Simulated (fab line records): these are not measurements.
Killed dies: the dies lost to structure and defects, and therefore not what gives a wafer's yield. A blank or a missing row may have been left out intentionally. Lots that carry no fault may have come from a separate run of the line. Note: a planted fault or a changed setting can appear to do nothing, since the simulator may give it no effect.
Code-filled problem report in 8D (eight disciplines) form || flow n5-finfet || the parts of the form that need people (team, actions taken, sign-off) are left out

== 1. THE ISSUE ==
trench-depth-nm at N5_BEOL_M10_OCD_MEAS_38 reads a mean of 173.4 nm on 4 wafers of 3 lots; wafers without a fault read 147.7 nm with a standard deviation of 2.3. Measured from the usual mean, that is +11 standard deviations.
First seen on wafer L955.6, day 13 23:54, on ocd-01. Wafers with a number at this step in the record: 21, from 7 lots. Rule for "out", or "out of limits": more than 4 standard deviations from the usual mean. Any other wafer with a number is counted as sound.

== 2. WHAT IT IS AND WHAT IT IS NOT ==
{"question": "which readings at this step", "is": "trench-depth-nm", "is not": "-"}
{"question": "which lots", "is": "L953, L955, L956", "is not": "L941, L946, L958, L959"}
{"question": "which wafers of those lots", "is": "L953.2, L953.5, L955.6, L956.2", "is not": "L953.3, L955.3, L955.5, L956.4, L956.5"}
{"question": "read on which gauges", "is": "ocd-01, ocd-02", "is not": "-"}
{"question": "when", "is": "from day 13 23:54", "is not": "up to then (8 sound wafers); but 9 sound wafers of L953, L956, L958, L959 came after"}

== 3. THE SUSPECTS, EACH WITH WHAT RULES IT OUT ==
Counting: if a tool at a process step up to the reading ran every lot that is out, it stays a suspect. Sound lots after the first of them don't rule it out here, since some wafers of a struck lot are sound.
- the gauge at N5_BEOL_M10_OCD_MEAS_38: ruled out. Those wafers that are out were read across 2 gauges (ocd-01, ocd-02).
- rie-diel-02 at N5_BEOL_M10_TRENCH_ETCH_37 (etches SiCOH lowk in C4F6/O2, target depth 148.83 nm, time 48 s): kept. Ran every lot that is out, first one L955 (day 13 23:43); last sound lot up to then L946 (day 12 08:22). Its own readings are out on those wafers: run-length-s.
- At N5_BEOL_M10_TRENCH_ETCH_37, inside rie-diel-02: chamber 2 took the wafers that are out, while their sound lot-mates went through chambers 0, 1, 3.
The count leaves rie-diel-02 at N5_BEOL_M10_TRENCH_ETCH_37.

== 4. THE CAUSE (what the simulator had put in) ==
rie-diel-02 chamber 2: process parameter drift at N5_BEOL_M10_TRENCH_ETCH_37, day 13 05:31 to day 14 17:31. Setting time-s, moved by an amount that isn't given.
After counting, this tool was the only one left.

== 5. THE EFFECT CHAIN, in route order ==
Each row: a reading where the mean over the struck wafers with a number is more than 3 standard deviations away from the usual. Scope: only readings with a usual standard deviation given in the record; hours: median across lots of the time from each lot's start at the first step in this table that gives one to its start at this step; sigmas: change in usual standard deviations.
{"hours": 0, "step": "N5_BEOL_M10_TRENCH_ETCH_37", "reading": "run-length-s", "usual": "71.4 s", "on struck wafers": 80.0, "change": "+8.6", "sigmas": "+18"}
{"hours": 0, "step": "N5_BEOL_M10_OCD_MEAS_38", "reading": "trench-depth-nm", "usual": "147.7 nm", "on struck wafers": 173.4, "change": "+25.7", "sigmas": "+11"}
{"hours": 3, "step": "N5_BEOL_M10_THK_MEAS_53", "reading": "M10_THK", "usual": "138.4 nm", "on struck wafers": 164.1, "change": "+25.7", "sigmas": "+9.5"}
{"hours": 3, "step": "N5_BEOL_M10_RS_MEAS_57", "reading": "M10_RS", "usual": "0.1530 ohm/sq", "on struck wafers": 0.1279, "change": -0.0251, "sigmas": -8.7}
{"hours": 37, "step": "N5_BEOL_M15_RC_MEAS_101", "reading": "SERP_M10", "usual": "3.09 ohm/um", "on struck wafers": 2.60, "change": -0.49, "sigmas": -7.5}
{"hours": 37, "step": "N5_BEOL_M15_RC_MEAS_101", "reading": "SERP_M10_max_site", "usual": "3.19 ohm/um", "on struck wafers": 2.64, "change": -0.55, "sigmas": -6.5}
{"hours": 52, "step": "N5_PASSIVATION_PROBE_49", "reading": "killed-at-other", "usual": 4, "on struck wafers": 14, "change": "+10", "sigmas": "+3.2"}
It contains these process steps:
- N5_BEOL_M10_TRENCH_ETCH_37: etches SiCOH lowk in C4F6/O2, target depth 148.83 nm, time 48 s.
- N5_PASSIVATION_PROBE_49

== 6. HOW IT WOULD HAVE BEEN CAUGHT EARLIER ==
18 hours passed between the start of the fault at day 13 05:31 and the first reading out of limits at a measuring or inspecting step in this record, taken at day 13 23:54.
At N5_BEOL_M10_TRENCH_ETCH_37, the tool's own readings (run-length-s) were out on each struck wafer the step has a row for, so an alarm limit on them would have fired on the first such wafer.
Among the 3 lots that are out, L953, L956 began N5_BEOL_M10_TRENCH_ETCH_37 on rie-diel-02 after day 13 23:54. A hold on the tool at that time would have spared those 2.
